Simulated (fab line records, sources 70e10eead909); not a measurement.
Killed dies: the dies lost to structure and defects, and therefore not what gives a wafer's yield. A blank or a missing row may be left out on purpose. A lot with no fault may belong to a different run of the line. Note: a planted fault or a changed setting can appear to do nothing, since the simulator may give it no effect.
Code-filled problem report in 8D (eight disciplines) form    flow nand harc    the parts of the form that need people (team, actions taken, sign-off) are left out

## 1. THE ISSUE
Wafers with no fault read 100.0 nm with a standard deviation of 0.44, whereas cd nm at NHARC_A_CHANNEL_HOLE_D1_CD_MEAS_10 reads a mean of 107.0 nm on 1 wafer of 1 lot. Measured from the usual mean, that is +16 standard deviations.
The step: target cd 100 nm.
First observed at day 14 17:00: wafer L339.4, on cd sem-03. The record has a number at this step for 27 wafers belonging to 9 lots. The rule behind "out" and "out of limits": a value lying over 4 standard deviations away from the usual mean. All remaining wafers that have a number are taken as sound.

## 2. WHAT IT IS, WHAT IT ISN'T
question                     is                 is not
which readings at this step  cd nm              -
which lots                   L339               L328, L330, L334, L335, L345, L346, L347, L348
which wafers of those lots   L339.4             L339.2, L339.5
read on which gauges         cd sem-03          cd sem-01, cd sem-02
when                         from day 14 17:00  up to then (14 sound wafers); but 12 sound wafers of L345, L346, L347, L348 came after

## 3. WHAT RULES OUT EACH SUSPECT
Counting: a tool at a process step up to the reading stays a suspect if it ran every lot that is out. Sound lots after the first of them don't rule it out here, since some wafers of a struck lot are sound.
- the gauge at NHARC_A_CHANNEL_HOLE_D1_CD_MEAS_10 is ruled out. All the wafers that are out were read on cd sem-03, but those of them that NHARC_A_CHANNEL_HOLE_D1_CD_MEAS_30 has rows for are out there too, on other tools.
- litho track-01 at NHARC_A_CHANNEL_HOLE_D1_PEB_08 (peb time 65 s): kept. It ran the lot that is out, L339 (day 14 16:55); its last sound lot up to then is L335 (day 12 19:29).
Remaining after the count: litho track-01 at NHARC_A_CHANNEL_HOLE_D1_PEB_08.

## 4. THE CAUSE (what the simulator had put in)
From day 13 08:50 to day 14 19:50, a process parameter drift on litho track-01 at NHARC_A_CHANNEL_HOLE_D1_PEB_08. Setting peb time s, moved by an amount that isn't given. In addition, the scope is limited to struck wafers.
The count eliminated every tool but this one.

## 5. THE CHAIN OF EFFECTS, in route order
Rows list readings where the struck wafers' mean (over those with a number) sits beyond 3 standard deviations from the usual. Scope: only readings with a usual standard deviation given in the record; hours: median across lots of the time from each lot's start at the first step in this table that gives one to its start at this step; sigmas: change in usual standard deviations.
hours  step                                reading          usual     on struck wafers  change  sigmas
0      NHARC_A_CHANNEL_HOLE_D1_CD_MEAS_10  cd nm            100.0 nm  107.0             +7.0    +16
7      NHARC_A_CHANNEL_HOLE_D1_CD_MEAS_30  cd nm            90.0 nm   96.7              +6.7    +8.0
7      NHARC_A_CHANNEL_HOLE_D1_XSEM_31     bot cd nm        74.7 nm   82.3              +7.6    +6.9
391    NHARC_END_WLT_00                    VT_DECK1_BOTTOM  0.874     0.896             +0.022  +3.2
391    NHARC_END_WLT_00                    VT_DECK1_MIDDLE  0.888     0.909             +0.021  +3.1
It contains these process steps:
- NHARC_A_CHANNEL_HOLE_D1_XSEM_31
Later steps that measure or inspect, where all struck wafers having a row at the step show a number for every such reading and not one has moved that far: NHARC_A_CHANNEL_HOLE_D1_INSPECT_12.

## 6. HOW IT WOULD HAVE BEEN CAUGHT EARLIER
The first out-of-limits reading at a measuring or inspecting step in this record came at day 14 17:00, 32 hours after the fault's start at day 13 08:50.
By day 14 17:00 the whole set of lots that are out, 1 in number, had already begun NHARC_A_CHANNEL_HOLE_D1_PEB_08 on litho track-01. None of them would have been spared by holding the tool at that moment.
